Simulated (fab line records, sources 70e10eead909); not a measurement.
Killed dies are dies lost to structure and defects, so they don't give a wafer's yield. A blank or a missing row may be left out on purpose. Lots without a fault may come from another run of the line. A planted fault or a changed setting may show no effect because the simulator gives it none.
fab line records | flow nand_harc
record lots=11 wafers=33 last_day=34
route steps=1302 shown P_M0@268 END@1302
lots that met no fault: from a run of the same line without faults
start_h: hours from the record's first day to the start of the lot's first wafer shown | wait_h: hours since the lot's step before | " the same as in the row above | L1.1+2: a row that stands for several wafers | - no value, or no start given | * or withheld: withheld | < > ~ a bound
route shown NAME@n: a module of which the file shows steps, and the number in the route of the first | usual: mean/standard deviation of fault-free wafers | same: alike in all rows | chamber/n: place in a boat | sites: the reading at each site | _std_site: their standard deviation | _edge_site: outer sites' mean less inner sites' | radius_mm: how far each site lies from the wafer's centre | mask NAME#n: copy n | behind: the tool/chamber that last shaped the wafer | hold: why the lot was held/for how many hours/how that ended | device: the transistor (n, p or np) that didn't switch | end of line: the same wafers' tests at the end of the route | a step without rows: its recipe alone | killed: dies lost to structure and defects at the first sort, not the wafer's yield | map: a wafer's dies, x killed, . not, _ none there
set.NAME: the setting as run; set.NAME@STEP: as run at that earlier step | model.NAME: the simulator's own value behind a step, which no gauge read
steps of the route over a sample of lots; a table a step, a row a wafer
services: from which hour (start_h, from the record's first day; less than 0 if before it) a tool's chamber was out of use, for how many hours, and why
## steps
# step NHARC_P_M0_ETCH_15
# recipe target_depth_a=1500 overetch_a=150 time_s=82.5 c4f8_flow_sccm=withheld ar_flow_sccm=400 rf_w=600 bias_w=300 chemistry=C4F8/Ar
# usual oes_product_au=0.956/0.02 rf_vpp_V=442/3
# columns lot.wafer tool chamber start_h wait_h oes_product_au rf_vpp_V
L366.3 rie_diel-02 2 - - 0.985 436
L366.2 " 1 " " 0.972 443
L366.5 " 2 " " 0.971 436
L367.4 rie_diel-02 0 - - 0.976 443
L367.1 " 1 " " 0.983 443
L367.2 " 3 " " 0.957 442
L368.2 rie_diel-02 1 - - 0.964 443
L368.4 " 3 " " 0.964 444
L368.6 " 1 " " 0.974 443
L376.3 rie_diel-02 1 - - 0.978 443
L376.2 " 3 " " 0.965 443
L376.5 " 0 " " 0.969 443
L381.1 rie_diel-11 1 - - 0.950 440
L381.2 " 3 " " 0.957 445
L381.6 " 1 " " 0.928 440
L382.2 rie_diel-04 0 - - 0.911 441
L382.3 " 1 " " 0.919 441
L382.6 " 0 " " 0.911 442
L383.2 rie_diel-02 1 - - 0.936 443
L383.1 " 3 " " 0.919 444
L383.6 " 0 " " 0.918 443
L384.2 rie_diel-02 1 - - 0.984 443
L384.4 " 2 " " 0.966 437
L384.3 " 3 " " 0.966 443
L386.1 rie_diel-02 0 - - 0.937 443
L386.2 " 2 " " 0.946 436
L386.5 " 0 " " 0.924 442
L385.2 rie_diel-02 1 - - 0.978 443
L385.1 " 2 " " 0.963 436
L385.5 " 1 " " 0.971 443
L388.2 rie_diel-02 0 - - 0.955 443
L388.6 " 2 " " 0.944 438
L388.5 " 3 " " 0.939 443
# step NHARC_P_M0_PVD_20
# recipe target_thk_a=50 bias_v=168.6 power_w=15000 chamber_pressure_pa=0.12 time_s=8.06 substrate_temp_c=50 material=TaN
# usual bias_v=168.4/1.7 throttle_valve_pct=29.8/1.1
# columns lot.wafer tool chamber start_h wait_h bias_v throttle_valve_pct
L366.3 pvd_sputter-01 - 133.50 0.1 169.9 29.9
L366.2 " - " " 166.7 28.5
L366.5 " - " " 168.0 29.0
L367.2 pvd_sputter-03 - - - 170.1 29.8
L367.4 " - " " 166.6 29.1
L367.1 " - " " 167.6 29.0
L368.4 pvd_sputter-01 - - - 169.6 29.2
L368.2 " - " " 168.2 28.5
L368.6 " - " " 168.9 29.1
L376.2 pvd_sputter-03 - - - 168.0 29.8
L376.3 " - " " 168.9 29.3
L376.5 " - " " 168.9 30.0
L381.2 pvd_sputter-01 - - - 168.9 29.3
L381.1 " - " " 165.2 28.7
L381.6 " - " " 167.8 30.4
L382.3 pvd_sputter-03 - - - 168.2 32.5
L382.2 " - " " 169.5 30.0
L382.6 " - " " 168.3 29.9
L383.1 pvd_sputter-01 - - - 167.8 28.8
L383.2 " - " " 169.9 29.5
L383.6 " - " " 167.1 28.7
L384.2 pvd_sputter-02 - - - 167.1 29.3
L384.3 " - " " 168.7 30.8
L384.4 " - " " 168.4 30.8
L386.1 pvd_sputter-03 - - - 171.9 29.6
L386.2 " - " " 165.9 29.8
L386.5 " - " " 169.9 32.3
L385.1 pvd_sputter-03 - - - 167.9 28.9
L385.2 " - " " 167.6 32.3
L385.5 " - " " 166.3 29.9
L388.2 pvd_sputter-02 - - - 168.6 30.9
L388.5 " - " " 165.5 30.7
L388.6 " - " " 171.5 30.7
# step NHARC_P_M0_ECD_22
# recipe target_thk_a=4000 bath_temp_c=25 material=Cu
# usual bath_heat_duty_pct=6.5/0.93 bath_temp_c=25.01/0.11
# columns lot.wafer tool chamber start_h wait_h bath_heat_duty_pct bath_temp_c
L366.2 ecd_cu-02 1 133.92 0.2 7.1 25.05
L366.3 " 0 " " 5.8 25.03
L366.5 " 0 " " 5.8 24.94
L367.1 ecd_cu-01 1 144.71 - 7.5 24.98
L367.2 " 0 " " 6.2 24.92
L367.4 " 0 " " 5.5 24.91
L368.2 ecd_cu-02 1 152.93 - 8.3 25.07
L368.4 " 1 " " 7.7 25.03
L368.6 " 1 " " 7.9 25.09
L376.2 ecd_cu-01 1 233.56 - 7.2 25.09
L376.3 " 0 " " 4.8 25.17
L376.5 " 1 " " 6.5 24.98
L381.1 ecd_cu-01 0 285.80 - - -
L381.2 " 1 " " - -
L381.6 " 1 " " - -
L382.2 ecd_cu-01 0 297.18 - - -
L382.3 " 1 " " - -
L382.6 " 1 " " - -
L383.2 ecd_cu-01 0 301.94 - 5.9 25.04
L383.1 " 1 " " 7.3 24.87
L383.6 " 1 " " 6.6 24.79
L384.2 ecd_cu-01 1 312.75 - 7.4 24.97
L384.3 " 0 " " 5.4 25.08
L384.4 " 1 " " 6.7 25.03
L386.1 ecd_cu-01 1 331.27 - 6.6 24.97
L386.2 " 0 " " 5.3 25.08
L386.5 " 1 " " 7.3 24.99
L385.2 ecd_cu-02 1 335.03 - 7.0 25.01
L385.1 " 0 " " 6.2 24.93
L385.5 " 1 " " 7.8 25.00
L388.2 ecd_cu-01 1 362.01 - 5.9 25.00
L388.5 " 1 " " 7.5 25.03
L388.6 " 0 " " 5.7 25.10
# step NHARC_P_M0_CMP_23
# recipe t_overpolish_s=20 target_thk_nm=117.54
# usual motor_current_A=12.0/0.95 retaining_ring_pressure_frac=1.000/0.005 slurry_flow_ml_min=150.0/0.43 time_to_endpoint_s=28.4/2.7
# columns lot.wafer tool chamber start_h wait_h motor_current_A retaining_ring_pressure_frac slurry_flow_ml_min time_to_endpoint_s
L366.3 cmp-01 0 134.59 - 11.9 1.009 150.5 29.9
L366.2 " 2 " " 12.1 0.999 150.1 29.7
L366.5 " 0 " " 11.0 0.998 149.8 25.0
L367.1 cmp-02 3 145.42 - 13.7 0.995 151.0 29.1
L367.2 " 1 " " 13.1 0.996 150.6 26.8
L367.4 " 2 " " 10.9 1.005 150.5 29.0
L368.4 cmp-03 1 153.68 - 11.7 0.996 149.6 24.5
L368.2 " 2 " " 12.6 0.996 150.3 28.0
L368.6 " 0 " " 11.1 0.995 149.5 23.7
L376.3 cmp-03 2 234.24 - 12.7 1.006 150.2 29.9
L376.2 " 3 " " 12.4 0.994 150.1 30.7
L376.5 " 2 " " 11.9 1.003 149.9 27.4
L381.1 cmp-02 3 286.52 - 14.0 1.009 150.5 0.0
L381.2 " 1 " " 12.4 1.002 150.2 0.1
L381.6 " 3 " " 13.1 1.004 150.1 1.2
L382.3 cmp-03 1 297.90 - 10.6 0.996 150.1 0.9
L382.2 " 3 " " 12.2 1.000 150.0 3.2
L382.6 " 1 " " 10.3 0.994 150.7 2.2
L383.2 cmp-03 0 302.85 - 11.5 1.006 149.8 29.5
L383.1 " 1 " " 11.0 1.012 149.8 28.9
L383.6 " 3 " " 12.4 1.004 150.2 34.3
L384.3 cmp-03 2 313.42 - 12.3 0.999 150.2 26.9
L384.2 " 3 " " 12.7 1.001 150.2 29.2
L384.4 " 1 " " 11.5 1.001 150.9 27.7
L386.1 cmp-01 1 332.03 - 12.0 1.003 149.3 27.9
L386.2 " 2 " " 13.0 1.000 149.1 31.1
L386.5 " 0 " " 11.1 0.998 149.3 26.5
L385.1 cmp-01 1 335.81 - 12.6 1.001 149.7 22.9
L385.2 " 0 " " 11.7 1.004 150.4 24.8
L385.5 " 2 " " 12.8 1.005 150.7 26.2
L388.2 cmp-02 0 362.78 - 13.1 1.003 149.7 26.7
L388.5 " 2 " " 11.4 0.996 150.0 31.3
L388.6 " 3 " " 14.0 1.002 149.4 26.1
# step NHARC_P_M0_THK_MEAS_24
# recipe thk_meas_gauge=xrf
# usual thk_nm=117.6/1.5
# columns lot.wafer tool chamber start_h wait_h thk_nm
L366.2 film_metro-02 - 134.91 - 117.9
L366.3 " - " " 116.5
L366.5 " - " " 116.9
L367.1 film_metro-02 - 145.74 - 118.8
L367.2 " - " " 117.1
L367.4 " - " " 117.3
L368.2 film_metro-02 - 153.97 - 118.3
L368.4 " - " " 115.2
L368.6 " - " " 117.7
L376.2 film_metro-01 - 234.55 - 118.6
L376.3 " - " " 119.0
L376.5 " - " " 118.2
L381.1 film_metro-01 - 286.83 - 29.9
L381.2 " - " " 28.7
L381.6 " - " " 29.9
L382.2 film_metro-02 - 298.22 - 31.2
L382.3 " - " " 30.7
L382.6 " - " " 28.5
L383.1 film_metro-01 - 303.11 - 115.4
L383.2 " - " " 117.9
L383.6 " - " " 119.3
L384.2 film_metro-02 - 313.73 - 118.5
L384.3 " - " " 117.7
L384.4 " - " " 118.4
L386.1 film_metro-02 - 332.31 - 116.9
L386.2 " - " " 116.6
L386.5 " - " " 114.9
L385.1 film_metro-01 - 336.13 - 119.0
L385.2 " - " " 119.2
L385.5 " - " " 120.0
L388.2 film_metro-02 - 363.04 - 116.2
L388.5 " - " " 118.1
L388.6 " - " " 117.6
# step NHARC_P_M0_INSPECT_27
# usual raw_defect_count=313/120
# columns lot.wafer tool chamber start_h wait_h raw_defect_count
L366.2 defect_inspect-01 - 135.07 0.0 241
L366.3 " - " " 184
L366.5 " - " " 270
L367.1 defect_inspect-02 - 145.89 0.0 264
L367.2 " - " " 299
L367.4 " - " " 239
L368.2 defect_inspect-02 - 154.12 0.0 522
L368.4 " - " " 275
L368.6 " - " " 518
L376.2 defect_inspect-01 - 234.71 0.0 400
L376.3 " - " " 256
L376.5 " - " " 195
L381.1 defect_inspect-01 - 286.99 0.0 334
L381.2 " - " " 401
L381.6 " - " " 287
L382.2 defect_inspect-01 - 298.37 0.0 315
L382.3 " - " " 596
L382.6 " - " " 215
L383.1 defect_inspect-02 - 303.27 0.0 253
L383.2 " - " " 349
L383.6 " - " " 301
L384.2 defect_inspect-01 - 313.89 0.0 332
L384.3 " - " " 430
L384.4 " - " " 368
L386.1 defect_inspect-01 - 332.47 0.0 633
L386.2 " - " " 231
L386.5 " - " " 310
L385.1 defect_inspect-02 - 336.28 0.0 244
L385.2 " - " " 354
L385.5 " - " " 433
L388.2 defect_inspect-01 - 363.20 0.0 451
L388.5 " - " " 297
L388.6 " - " " 242
# step NHARC_END_SORT_01
# recipe temp_c=25
# usual defect_limited_yield=91.5/2.4 killed_at_array=52/17 killed_at_other=0.9/1.2 killed_at_periphery=3.9/2.7 killed_dies=57/16 killed_open=3.3/1.9 killed_short=2.5/1.5 sort_bin_2_pct=3.0/1.2 sort_bin_3_pct=0.6/0.34 sort_bin_4_pct=4.8/1.3 sort_n_pass=620/16 sort_rim_yield_pct=89/4.3 sort_yield_pct=91.5/2.4
# same gross_dies=677 sort_bin_5_pct[%]=0 sort_bin_6_pct[%]=0 sort_bin_7_pct[%]=0 sort_bin_8_pct[%]=0 sort_rim_n_gross=106.00
# columns lot.wafer tool chamber start_h wait_h defect_limited_yield[%] killed_at_array killed_at_other killed_at_periphery killed_dies killed_open killed_short sort_bin_2_pct[%] sort_bin_3_pct[%] sort_bin_4_pct[%] sort_n_pass sort_rim_yield_pct[%] sort_yield_pct[%]
L376.2 prober-01 0 670.54 2.8 92.0 51 0 3 54 4 4 3.2 0.6 4.1 623 87 92.0
L381.1 prober-01 0 720.71 2.5 0 42 2 633 677 3 5 94.8 0.6 4.6 0 0 0
L381.2 prober-01 0 721.50 2.8 0 54 1 622 677 6 2 94.7 0.6 4.7 0 0 0
L381.6 prober-01 0 724.70 4.0 0 39 0 638 677 3 0 95.7 0.1 4.1 0 0 0
L382.2 prober-02 0 742.15 2.8 0 52 0 625 677 3 0 94.1 0.4 5.5 0 0 0
L382.3 prober-02 0 742.96 3.1 0 75 1 601 677 2 1 91.7 0.6 7.7 0 0 0
L382.6 prober-02 0 745.41 4.1 0 61 1 615 677 6 1 93.4 0.9 5.8 0 0 0
# killed by level:class
L376.2 A_CHANNEL_HOLE_D1:chamber_film_flake=33 A_CHANNEL_HOLE_D2:chamber_film_flake=7 A_CHANNEL_FILL_D2:geometric_particle:open=2 A_CONTACT:chamber_film_flake=2 P_GATE:geometric_particle:short=1 A_CHANNEL_HOLE_D1:geometric_particle:short=1 A_CHANNEL_FILL_D1:geometric_particle:open=1 A_CHANNEL_FILL_D1:geometric_particle:short=1
L381.1 P_M0:area_ecd=629 A_STAIRCASE:chamber_film_flake=9 A_CHANNEL_HOLE_D2:chamber_film_flake=8 A_CHANNEL_HOLE_D1:chamber_film_flake=5 A_CONTACT:chamber_film_flake=5 A_SLIT:chamber_film_flake=4 A_BONDPAD:chamber_film_flake=3 A_CHANNEL_FILL_D1:geometric_particle:open=2
L381.2 P_M0:area_ecd=616 A_CHANNEL_HOLE_D2:chamber_film_flake=23 A_STAIRCASE:chamber_film_flake=7 A_CHANNEL_HOLE_D1:chamber_film_flake=4 A_SLIT:chamber_film_flake=4 A_CONTACT:chamber_film_flake=4 P_GATE:chamber_film_flake=3 A_ONON_D2:geometric_particle:open=2
L381.6 P_M0:area_ecd=635 A_CONTACT:chamber_film_flake=8 A_SLIT:chamber_film_flake=8 A_CHANNEL_HOLE_D2:chamber_film_flake=6 A_STAIRCASE:chamber_film_flake=5 A_SGD_CUT:chamber_film_flake=3 A_CHANNEL_HOLE_D1:chamber_film_flake=2 A_WL_FILL:chamber_film_flake=2
L382.2 P_M0:area_ecd=622 A_CHANNEL_HOLE_D1:chamber_film_flake=30 A_CHANNEL_HOLE_D2:chamber_film_flake=9 A_SLIT:chamber_film_flake=5 A_CONTACT:chamber_film_flake=4 A_STAIRCASE:chamber_film_flake=2 P_M2:chamber_film_flake=2 P_M2:geometric_particle:open=1
L382.3 P_M0:area_ecd=598 A_CHANNEL_HOLE_D1:chamber_film_flake=32 A_CHANNEL_HOLE_D2:chamber_film_flake=26 A_SLIT:chamber_film_flake=5 A_CONTACT:chamber_film_flake=4 A_CHANNEL_FILL_D1:chamber_film_flake=3 A_STAIRCASE:chamber_film_flake=3 P_GATE:geometric_particle:short=1
L382.6 P_M0:area_ecd=614 A_CHANNEL_HOLE_D1:chamber_film_flake=31 A_CHANNEL_HOLE_D2:chamber_film_flake=8 A_STAIRCASE:chamber_film_flake=5 A_CONTACT:chamber_film_flake=5 A_SLIT:chamber_film_flake=4 A_SGD_CUT:geometric_particle:open=2 A_CHANNEL_FILL_D1:geometric_particle:open=1
## services
# columns tool chamber start_h hours kind
cmp-02 - 108.94 1.3 repair
ecd_cu-01 - 122.08 0.3 repair
cmp-03 - 125.63 5.2 repair
cmp-03 - 132.12 6.2 repair
ecd_cu-01 - 133.71 0.3 repair
pvd_sputter-01 - 145.41 2.1 repair
pvd_sputter-03 - 157.51 3.3 repair
ecd_cu-01 - 161.85 8.0 pm
cmp-03 - 163.29 4.0 pm
pvd_sputter-03 - 170.00 10.0 pm
cmp-03 - 182.80 0.8 repair
rie_diel-02 - 216.92 9.0 pm
cmp-03 - 217.96 5.9 repair
pvd_sputter-01 - 226.05 10.0 pm
rie_diel-02 2 238.83 70.3 repair
cmp-03 - 261.29 4.0 pm
pvd_sputter-01 - 265.42 5.2 repair
cmp-03 - 277.42 2.3 repair
cmp-03 - 328.97 0.5 repair
pvd_sputter-01 - 334.22 7.3 repair
cmp-03 - 334.96 1.2 repair
ecd_cu-01 - 337.85 8.0 pm
pvd_sputter-03 - 348.00 10.0 pm
cmp-03 - 359.29 4.0 pm
## key
first_sign step=NHARC_P_M0_ECD_22 reading=tool_record direction=missing
effect step=NHARC_P_M0_CMP_23 reading=time_to_endpoint_s direction=down sigmas=10 usual=* struck=*
effect step=NHARC_P_M0_THK_MEAS_24 reading=thk_nm direction=down sigmas=60 usual=117.6 struck=29.8
effect step=NHARC_END_SORT_01 reading=killed_at_periphery direction=up sigmas=99+ usual=3.9 struck=622.3
more_kills_born_at NHARC_P_M0_ECD_22@ecd_cu-01=3714
met_at NHARC_P_M0_ECD_22
struck_lots L381,L382
later_rows_left_out L381.1,L381.2,L381.6,L382.2,L382.3,L382.6
not_acting_at NHARC_P_M0_ETCH_15,NHARC_P_M0_PVD_20,NHARC_P_M0_INSPECT_27
onset_between 233.56 285.80
fault kind=skipped_step_whole tool=ecd_cu-01 chamber=- onset_h=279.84 steps=NHARC_P_M0_ECD_22 scope=struck_lots_only
# later_rows_left_out: the simulator's readings of these wafers behind a module that went badly wrong aren't trusted and aren't shown, but for the sort
